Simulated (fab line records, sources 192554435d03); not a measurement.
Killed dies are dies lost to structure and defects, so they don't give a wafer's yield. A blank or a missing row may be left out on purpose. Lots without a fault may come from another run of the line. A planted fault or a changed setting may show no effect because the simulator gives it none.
Split-lot experiment | flow n5_finfet | 7 lots, 21 wafers read, on a route of 1938 steps

THE SPLIT
At N5_BEOL_M3_ETCH_64 (etches SOC in N2/H2, target depth 75 nm, overetch 15 nm, time 112.5 s), the setting time_s was moved away from the recipe's 112.5 s on 10 of the 21 wafers read, by -13.2% to +21.0%. The other wafers ran this setting at the recipe's value.

FROM THE SPLIT TO THE READING: what the file shows between them, 3 steps
- N5_BEOL_M3_STRIP_65: strips in N2/H2
- N5_BEOL_M3_STRIP_75: strips in N2/H2
- N5_BEOL_M3_STRIP_66: strips in CF4

THE READING
etch.depth_nm (the simulator's own value, which no gauge read), in nm, at N5_BEOL_M3_HM_OPEN_17 (chemistry Cl2/BCl3, target TiN, target depth 20 nm, overetch 6 nm). The file gives no usual value for it. The 11 wafers here that ran the recipe average 19.89 nm, standard deviation 0.3 nm.

wafer  | tool, chamber at the split | time_s as run, s | against the recipe | etch.depth_nm, nm | against lot-mates on the recipe
L074.2 | rie_diel-03, 2             | 112.5            | recipe             | 20.3              | -
L074.4 | rie_diel-03, 0             | 133.7            | +18.8%             | 18.06             | -2.21
L074.6 | rie_diel-03, 2             | 112.5            | recipe             | 20.25             | -
L075.3 | rie_diel-06, 1             | 112.5            | recipe             | 20.46             | -
L075.5 | rie_diel-06, 3             | 99.72            | -11.4%             | 20.33             | -0.13
L075.6 | rie_diel-06, 0             | 99.72            | -11.4%             | 20.34             | -0.12
L080.1 | rie_diel-01, 2,1           | 97.67            | -13.2%             | 19.81             | +0.11
L080.2 | rie_diel-01, 2,1           | 97.67            | -13.2%             | 19.9              | +0.20
L080.4 | rie_diel-01, 3             | 112.5            | recipe             | 19.7              | -
L084.3 | rie_diel-06, 0,2,1         | 112.5            | recipe             | 19.73             | -
L084.4 | rie_diel-06, 0,2,1         | 112.5            | recipe             | 19.68             | -
L084.5 | rie_diel-06, 0,2,1         | 112.5            | recipe             | 19.5              | -
L088.2 | rie_diel-03, 0             | 112.5            | recipe             | 19.7              | -
L088.4 | rie_diel-03, 1             | 127.9            | +13.7%             | 18.11             | -1.59
L088.6 | rie_diel-03, 2             | 127.9            | +13.7%             | 18.17             | -1.53
L091.3 | rie_diel-06, 2             | 112.5            | recipe             | 19.69             | -
L091.5 | rie_diel-06, 3             | 130.2            | +15.7%             | 18.1              | -1.64
L091.6 | rie_diel-06, 0             | 112.5            | recipe             | 19.8              | -
L082.1 | rie_diel-03, 0             | 136.1            | +21.0%             | 17.92             | -2.04
L082.3 | rie_diel-03, 1             | 112.5            | recipe             | 19.96             | -
L082.6 | rie_diel-03, 1             | 136.1            | +21.0%             | 17.98             | -1.98
Where a row lists several chambers, the file gives one row for several wafers and doesn't say which wafer went through which chamber.

THE FIT
A straight line over all 21 wafers: etch.depth_nm changes by -0.0752 nm for each +1% of time_s; r = -0.89; the points scatter about the line by 0.43 nm.
The same after taking each lot's own level away (the mean of its wafers on the recipe; 21 wafers): -0.0721 nm for each +1%; r = -0.90; scatter 0.39 nm.
On that fit, the largest move of time_s shifts the reading by 1.5 nm.
The lots' own levels span 19.637 to 20.460 nm, that is 2.8 times the standard deviation above.
So the lot-to-lot level changes the slope little: the two slopes agree.
Check: with one of the wafers moved furthest among these (+21.0%) left out of the fit, the line predicts -1.8 nm for it against its lot-mates. It came out at -2.04 nm against them.

OTHER SPLITS ON THESE WAFERS
These wafers also went through other splits before the reading. Each is held against what the fit with the lots' levels taken away leaves over:
other split on the same wafers | wafers away from the commonest value | r with etch.depth_nm (lot level and that fit taken away)
N5_BEOL_M0_CUTY_ETCH_63 time_s | 4                                    | -0.33
N5_BEOL_M0_ETCH_138 source_w   | 6                                    | -0.39
N5_BEOL_M1_COAT_61 spin_rpm    | 5                                    | +0.24
N5_BEOL_M2_COAT_61 spin_rpm    | 5                                    | -0.05
N5_BEOL_M2_COAT_62 spin_rpm    | 4                                    | +0.01

THE WHOLE CHAIN: every reading that the file lists as answering this split, in the file's order
step                  | what it does                                                          | reading                                                                          | change (the file's fit)                | r (the file's)
N5_BEOL_M3_ETCH_64    | etches SOC in N2/H2, target depth 75 nm, overetch 15 nm, time 112.5 s | SiARC_of_BEOL_M3_COAT_62.thk_nm (the simulator's own value, which no gauge read) | -0.0553 nm for each +1% of the setting | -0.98
N5_BEOL_M3_HM_OPEN_17 | chemistry Cl2/BCl3, target TiN, target depth 20 nm, overetch 6 nm     | etch.depth_nm (the simulator's own value, which no gauge read)                   | -0.0861 nm for each +1% of the setting | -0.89

THE FILE'S OWN FIT
etch.depth_nm changes by -0.0861 nm for each +1% of time_s, r = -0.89.
